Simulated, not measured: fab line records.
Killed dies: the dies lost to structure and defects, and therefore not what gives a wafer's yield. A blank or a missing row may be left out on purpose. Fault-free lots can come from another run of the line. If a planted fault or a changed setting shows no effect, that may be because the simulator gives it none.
A struck lot beside a sound one :: flow n5-finfet :: 36 steps out of a route of 1938
Sound: these wafers, L262.1, L262.2, L262.4. Struck: wafers L253.1, L253.2, L253.4. At the end, the cause is stated.
Order at every step that has rows: each side's tool, ch and its chambers, its first start. Under that, the readings that differ: sound wafers :: struck wafers :: difference of the means :: sigmas: that difference in standard deviations of wafers without a fault.
alike: readings whose means differ by less than 2 such deviations, and words and numbers that are the same on both sides. not compared: withheld readings, readings that some wafer has no value for, bounds like >300 that may hide the same value, and numbers for which the record gives no deviation and whose values overlap.
A row with sigmas, a row that says differs or no value, or rows on one side alone: a step with any of these is where the two part. Numbers that don't overlap but have no deviation are shown without sigmas and don't part them. A reading missing from all wafers of one side parts the sides only when that side holds two or more wafers.

first, 9 steps without rows for these wafers: N5_BEOL_M4_ANNEAL_95 (time 240 s); N5_BEOL_M4_SPUTTER_96 (material Cu, target thk 4.5 nm, time 8.29 s); N5_BEOL_M4_ECD_50 (material Cu, target thk 300 nm); N5_BEOL_M4_ANNEAL_51 (time 90 s); N5_BEOL_M4_CMP_52 (polishes, stops on SiOC, t overpolish 6.8 s, target thk 40 nm); N5_BEOL_M4_PRE_CLEAN_60 (time 15 s); N5_BEOL_M4_CO_CAP_55 (material Co, precursor CCTBA/H2, target thk 2 nm, time 102.1 s); N5_BEOL_M4_PRE_CLEAN_56 (time 15 s); N5_BEOL_M4_DEP_57 (deposits SiCN from 3MS/NH3, target thk 8 nm, time 14 s).
N5_BEOL_M4_RC_MEAS_101:
  sound on prober-01 ch 0, day 16 21:06; struck on prober-02 ch 0, day 13 12:16
  alike: DIBL_N, DIBL_P, IOFF_N, IOFF_P, ION_N, ION_P, SS_N, SS_P, VT_N, VT_P
then, 24 steps without rows for these wafers: N5_BEOL_M5_ILD_DEP_00 (deposits SiCOH lowk from DEMS/porogen, target thk 140.64 nm, time 25.9 s); N5_BEOL_M5_CURE_79 (cures SiCOH lowk, time 240 s); N5_BEOL_M5_PECVD_70 (deposits SiO2 from TEOS/O2, target thk 16 nm, time 18 s); N5_BEOL_M5_HM_DEP_02 (deposits TiN, target thk 20 nm); N5_BEOL_M5_COAT_59 (time 60 s, resist thk 60 nm); N5_BEOL_M5_COAT_60 (time 60 s, resist thk 12 nm); N5_BEOL_M5_COAT_71 (time 60 s, resist thk 5 nm); N5_BEOL_M5_COAT_05 (resist thk 30 nm); N5_BEOL_M5_EBR_07; N5_BEOL_M5_SOFTBAKE_06 (time 60 s); N5_BEOL_M5_EXPOSE_08 (exposes mask M5, target cd 28 nm); N5_BEOL_M5_PEB_09 (peb time 60 s); N5_BEOL_M5_DEVELOP_10 (develop time 30 s); N5_BEOL_M5_DESCUM_16 (chemistry O2, time 7 s); N5_BEOL_M5_ETCH_72 (etches underlayer in N2/H2, target depth 6.5 nm, time 5.2 s); N5_BEOL_M5_ETCH_61 (etches SiARC in CF4, target depth 15.6 nm, time 26 s); N5_BEOL_M5_ETCH_62 (etches SOC in N2/H2, target depth 75 nm, overetch 15 nm, time 112.5 s); N5_BEOL_M5_STRIP_63 (strips in N2/H2); N5_BEOL_M5_STRIP_73 (strips in N2/H2); N5_BEOL_M5_STRIP_64 (strips in CF4); N5_BEOL_M5_HM_OPEN_17 (chemistry Cl2/BCl3, target TiN, target depth 20 nm, overetch 6 nm); N5_BEOL_M5_STRIP_19 (strips in O2); N5_BEOL_M5_COAT_65 (time 60 s, resist thk 60 nm); N5_BEOL_M5_COAT_66 (time 60 s, resist thk 12 nm).
N5_BEOL_M9_PECVD_70: deposits SiO2 from TEOS/O2, target thk 20 nm, time 22.7 s.
  sound on pecvd-04 ch 0,2, day 18 11:32; struck on pecvd-04 ch 1,2, day 15 09:08
  no value came back on the struck wafers for any of 6 readings (chamber-pressure-Torr (Torr), heater-power-outer-w (W) and others); on the sound wafers chamber-pressure-Torr (Torr) reads 5.483 5.496 5.467
-- record jumps: 3 days separate the struck wafers' starts on either side; left off in module BEOL_M9, taken up again in module PASSIVATION, whose first shown step is the route's number 1936 --
N5_PASSIVATION_PROBE_49:
  sound on prober-02, day 20 19:57; struck on prober-02, day 18 00:22
reading: defect-limited-yield (%)
sound: 91.8 90.0 88.6
struck: 63.3 65.3 63.9
difference: -26.0
sigmas: -22

reading: killed_at_M4_up
sound: 13 18 18
struck: 344 316 331
difference: +314
sigmas: +52

reading: killed-dies
sound: 97 118 135
struck: 433 409 426
difference: +306
sigmas: +20

reading: killed-on-rim
sound: 10 11 8
struck: 86 115 105
difference: +92
sigmas: +26

reading: sort_bin_5_function (%)
sound: 4.7 5.8 6.4
struck: 34.1 31.0 32.3
difference: +26.8
sigmas: +33

reading: sort-n-pass
sound: 1083 1062 1045
struck: 747 771 754
difference: -306
sigmas: -20

reading: sort-yield-pct (%)
sound: 91.8 90.0 88.6
struck: 63.3 65.3 63.9
difference: -26.0
sigmas: -22
  alike: killed_at_M0_to_M3, killed-at-contacts, killed-at-front-end, killed-at-other, killed-open, killed-short, sort_bin_6_memory

## WHERE THEY PART
Last at N5_PASSIVATION_PROBE_49 as far as this record goes, first at N5_BEOL_M9_PECVD_70.

WHY: what the simulator had put in
Step skipped in full: pecvd-04, at N5_BEOL_M9_PECVD_70, from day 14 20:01 onward. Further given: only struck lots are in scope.
